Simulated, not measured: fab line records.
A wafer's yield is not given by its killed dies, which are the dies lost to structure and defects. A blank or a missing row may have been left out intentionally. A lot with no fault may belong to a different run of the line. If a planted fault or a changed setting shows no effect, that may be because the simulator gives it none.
Matching of chambers	flow nandHarc	rieDiel-05 running NHARC_P_ZERO_WELL_DESCUM_26: 4 sister chambers
The step chemistry O2, time 3 s. 8 wafers are shown with their chamber, then 7 later ones without.

WAFERS WITH THEIR CHAMBER
wafer	chamber	showerheadPlenumPTorr (Torr)	drypumpMotorCurrentA (A)
L374.6	3	1.82	6.1
L377.1	1	1.80	5.7
L381.3	3	1.82	6.2
L383.1	1	1.80	5.7
L383.3	0	1.97	5.3
L383.5	2	2.02	5.5
L387.4	2	2.01	5.5
L387.5	0	1.97	5.2

WAFERS WHOSE CHAMBER IS MISSING
wafer	showerheadPlenumPTorr (Torr)	drypumpMotorCurrentA (A)
L387.6	1.80	5.7
L388.3	1.82	6.2
L388.4	2.01	5.5
L388.5	1.80	5.7
L389.1	1.82	6.1
L389.2	1.97	5.2
L389.3	2.01	5.5

WHICH CHAMBER EACH WENT THROUGH
wafer	from the rows above	in truth
L387.6	1	1
L388.3	3	3
L388.4	2	2
L388.5	1	1
L389.1	3	3
L389.2	0	0
L389.3	2	2
Correctly placed: 7 of 7. Number that these rows cannot place: 0. Wrongly placed: 0.
How it was worked out, from the rows above alone: a wafer's distance from a chamber is the root of the sum, over the readings, of the square of ((its reading less the chamber's mean) divided by the reading's scatter). If the next closest chamber is less than 2 further off than the closest, the wafer can't be placed; otherwise it belongs to the closest. For every chamber, the mean is computed from those of its wafers that are shown. The scatter: take each reading less its chamber's mean, square it, sum over the shown wafers, divide by the number of wafers less the number of chambers, and take the root.
